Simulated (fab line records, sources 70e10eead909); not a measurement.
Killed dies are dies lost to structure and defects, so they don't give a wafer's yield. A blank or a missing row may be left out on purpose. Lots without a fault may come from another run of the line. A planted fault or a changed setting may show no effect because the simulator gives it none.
Which tool did it? | flow nand_harc | 6 lots, 18 wafers sampled, at 2 steps of a route of 1302

WHAT THE GAUGES READ, wafer by wafer
NHARC_A_STAIRCASE_INSPECT_155.
lot  | measured     | on                | raw_defect_count
L309 | day 20 00:34 | defect_inspect-01 | 401 451 447
L317 | day 24 02:46 | defect_inspect-02 | 399 301 391
L321 | day 25 03:05 | defect_inspect-02 | 540 356 264
L327 | day 27 07:21 | defect_inspect-01 | 507 561 428
L325 | day 27 07:41 | defect_inspect-02 | 466 288 378
L330 | day 28 17:47 | defect_inspect-01 | 459 442 354

WHICH TOOL RAN EACH LOT (tool, then ch and the chambers of the sampled wafers, then the start)
lot  | NHARC_A_STAIRCASE_CMP_450
L309 | cmp-03 ch 0,2, day 19 22:46
L317 | cmp-04 ch 2,3, day 24 00:59
L321 | cmp-03 ch 0,2, day 25 01:16
L327 | cmp-01 ch 0,1, day 27 05:28
L325 | cmp-03 ch 0,3, day 27 05:52
L330 | cmp-04 ch 0,2,3, day 28 16:01
- NHARC_A_STAIRCASE_CMP_450: polishes SiO2, target thk 200 nm.

THE ANSWER, worked out from the rows above alone
Rule: what is usual is taken from the lots themselves. Put in order of their means at a reading, lots are off if they are a third of the lots or fewer, leave a main group of 4 or more, and stand apart from it by a gap of 3 or more times the standard deviation of the main group's means; of several such gaps the widest counts. A main group whose means are all the same, to the digits that the tables above print for the reading, isn't used. A lot without any number at a reading at which 4 lots or more have one is off too. The other lots that the step has rows for count as sound.
No lot is off at any reading shown: from this, nothing can be told.

WHAT THE SIMULATOR HAD PUT IN
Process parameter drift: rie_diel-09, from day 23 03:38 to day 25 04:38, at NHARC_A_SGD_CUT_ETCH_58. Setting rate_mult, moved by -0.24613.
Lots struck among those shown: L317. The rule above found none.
